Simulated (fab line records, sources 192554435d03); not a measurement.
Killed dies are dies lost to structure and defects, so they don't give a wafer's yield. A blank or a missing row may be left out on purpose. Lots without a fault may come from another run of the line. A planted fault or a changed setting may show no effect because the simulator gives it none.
Problem report in the 8D (eight disciplines) form, filled by code | flow n5_finfet | the parts of the form that need people (team, actions taken, sign-off) are left out

1. THE PROBLEM
killed_at_front_end at N5_PASSIVATION_PROBE_49 reads a mean of 115 on 6 wafers of 2 lots; wafers without a fault read 40 with a standard deviation of 14. That is +5.3 standard deviations from the usual mean.
First seen on wafer L741.1, day 14 01:31, on prober-02. The record holds 6 wafers of 2 lots with a number at this step. Rule for "out", or "out of limits": more than 4 standard deviations from the usual mean. The other wafers with a number count as sound.

2. WHAT IT IS AND WHAT IT IS NOT
question                    | is                     | is not
which readings at this step | killed_at_front_end    | killed_at_M0_to_M3, killed_at_M4_up, killed_at_contacts, killed_open, sort_bin_6_memory, sort_bin_8_speed
which lots                  | L739, L741             | -
which wafers of those lots  | all that have a number | -
read on which tools         | prober-02              | -
when                        | from day 14 01:31      | up to then (0 sound wafers)

3. SUSPECTS, AND WHAT RULES EACH OUT
Counting: a tool at a process step up to the reading stays a suspect if it ran every lot that is out and no sound lot after the first of them.
- lpcvd-02 at N5_DUMMY_GATE_CVD_03 (deposits a-Si from SiH4, target thk 150 nm, time 8042 s): kept. It ran every lot that is out, first L739 (day 4 00:24), and no sound lot after that.
- prober-02 at N5_PASSIVATION_PROBE_49: kept. It ran every lot that is out, first L741 (day 14 01:31), and no sound lot after that. Its own readings are out on those wafers: killed_at_front_end.
Left after counting: lpcvd-02 at N5_DUMMY_GATE_CVD_03, prober-02 at N5_PASSIVATION_PROBE_49.

4. THE CAUSE (what the simulator had put in)
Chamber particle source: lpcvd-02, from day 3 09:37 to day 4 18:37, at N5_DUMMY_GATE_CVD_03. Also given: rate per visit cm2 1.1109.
Counting left 2 suspects, and this tool is among them.

5. THE CHAIN OF EFFECTS, in route order
Each row: a reading whose mean over the struck wafers that have a number lies more than 3 standard deviations from the usual. Only readings for which the record gives a usual standard deviation are gone through. hours: the time from each lot's start at the first step in this table that gives one to its start at this step, as a median over the lots. sigmas: the change in usual standard deviations.
hours | step                    | reading              | usual  | on struck wafers | change | sigmas
0     | N5_PASSIVATION_PROBE_49 | defect_limited_yield | 91.1 % | 85.3             | -5.8   | -3.6
0     | N5_PASSIVATION_PROBE_49 | killed_at_front_end  | 40     | 115              | +75    | +5.3
0     | N5_PASSIVATION_PROBE_49 | killed_dies          | 105    | 173              | +68    | +3.8
0     | N5_PASSIVATION_PROBE_49 | killed_on_rim        | 14     | 29               | +15    | +3.6
0     | N5_PASSIVATION_PROBE_49 | sort_bin_5_function  | 5.2 %  | 8.5              | +3.3   | +3.5
0     | N5_PASSIVATION_PROBE_49 | sort_n_pass          | 1075   | 1007             | -68    | -3.6
The process steps in it:
- N5_PASSIVATION_PROBE_49

6. WHAT WOULD HAVE CAUGHT IT SOONER
In this record the first reading out of limits was taken at day 14 01:31, 256 hours after the fault began at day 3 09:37.
Of the tool readings at N5_DUMMY_GATE_CVD_03 for which the record gives a usual standard deviation, none was out on any struck wafer, so an alarm limit of 4 standard deviations on them would not have fired.
All the lots that are out (2) had begun N5_DUMMY_GATE_CVD_03 on lpcvd-02 by day 14 01:31. A hold on the tool at that time would have spared none of them.
